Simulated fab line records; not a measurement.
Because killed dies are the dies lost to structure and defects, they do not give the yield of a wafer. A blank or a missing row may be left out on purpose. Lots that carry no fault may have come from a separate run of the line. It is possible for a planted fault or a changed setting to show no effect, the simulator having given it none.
Chamber matching + flow nand-harc + rie-diel-05 running NHARC_P_ZERO_WELL_DESCUM_26: 4 sister chambers
The step chemistry O2, time 3 s. 16 wafers are shown with their chamber, then 8 later ones without.

WAFERS, EACH WITH ITS CHAMBER
| wafer  | chamber | drypump-motor-current-A (A) | showerhead-plenum-p-Torr (Torr) | oes-product-au (a.u.) |
|--------|---------|-----------------------------|---------------------------------|-----------------------|
| L463.1 | 2       | 5.7                         | 1.82                            | 1.013                 |
| L463.2 | 0       | 6.0                         | 1.84                            | 0.987                 |
| L463.3 | 1       | 4.9                         | 1.99                            | 1.005                 |
| L472.2 | 3       | 5.2                         | 1.99                            | 0.991                 |
| L472.3 | 0       | 6.0                         | 1.83                            | 0.988                 |
| L472.5 | 0       | 6.0                         | 1.83                            | 0.988                 |
| L473.1 | 0       | 6.0                         | 1.83                            | 0.985                 |
| L473.2 | 1       | 4.9                         | 1.98                            | 1.004                 |
| L473.4 | 2       | 5.7                         | 1.81                            | 0.989                 |
| L474.1 | 0       | 6.0                         | 1.83                            | 0.992                 |
| L474.5 | 3       | 5.2                         | 1.99                            | 0.988                 |
| L474.6 | 0       | 6.0                         | 1.83                            | 0.997                 |
| L475.2 | 3       | 5.3                         | 1.99                            | 0.999                 |
| L475.3 | 1       | 4.9                         | 1.98                            | 1.008                 |
| L475.6 | 0       | 6.0                         | 1.83                            | 0.983                 |
| L476.1 | 2       | 5.7                         | 1.80                            | 0.996                 |

SIGNATURES, as means of the wafers listed above
| reading                  | chamber 0 | chamber 1 | chamber 2 | chamber 3 | scatter within a chamber |
|--------------------------|-----------|-----------|-----------|-----------|--------------------------|
| drypump-motor-current-A  | 6.000     | 4.900     | 5.700     | 5.233     | 0.0236                   |
| showerhead-plenum-p-Torr | 1.8314    | 1.9833    | 1.8100    | 1.9900    | 0.00542                  |
| oes-product-au           | 0.98857   | 1.00567   | 0.99933   | 0.99267   | 0.0065                   |
Rule: for each reading, subtract the chamber's mean from the wafer's reading, divide by that reading's scatter and square the result; add these up over the readings and take the root, which gives the wafer's distance from the chamber. The wafer belongs to the nearest chamber; if the next one is less than 2 further off, it can't be placed. The scatter: the root of (the sum of the squares of (reading less its chamber's mean) over the shown wafers, divided by (wafers less chambers)).

WAFERS WITHOUT THEIR CHAMBER
| wafer  | drypump-motor-current-A (A) | showerhead-plenum-p-Torr (Torr) | oes-product-au (a.u.) |
|--------|-----------------------------|---------------------------------|-----------------------|
| L476.4 | 5.7                         | 1.80                            | 1.000                 |
| L476.5 | 4.9                         | 1.98                            | 1.012                 |
| L478.3 | 4.9                         | 1.98                            | 1.010                 |
| L478.5 | 5.3                         | 1.99                            | 1.003                 |
| L478.6 | 5.7                         | 1.80                            | 0.991                 |
| L481.2 | 6.0                         | 1.83                            | 0.999                 |
| L481.3 | 5.0                         | 1.98                            | 1.005                 |
| L481.5 | 5.7                         | 1.80                            | 0.997                 |

WHICH CHAMBER EACH ONE RAN IN
| wafer  | from the rows above | in truth |
|--------|---------------------|----------|
| L476.4 | 2                   | 2        |
| L476.5 | 1                   | 1        |
| L478.3 | 1                   | 1        |
| L478.5 | 3                   | 3        |
| L478.6 | 2                   | 2        |
| L481.2 | 0                   | 0        |
| L481.3 | 1                   | 1        |
| L481.5 | 2                   | 2        |
8 of 8 placed correctly. From these rows, 0 cannot be placed. 0 placed wrongly.
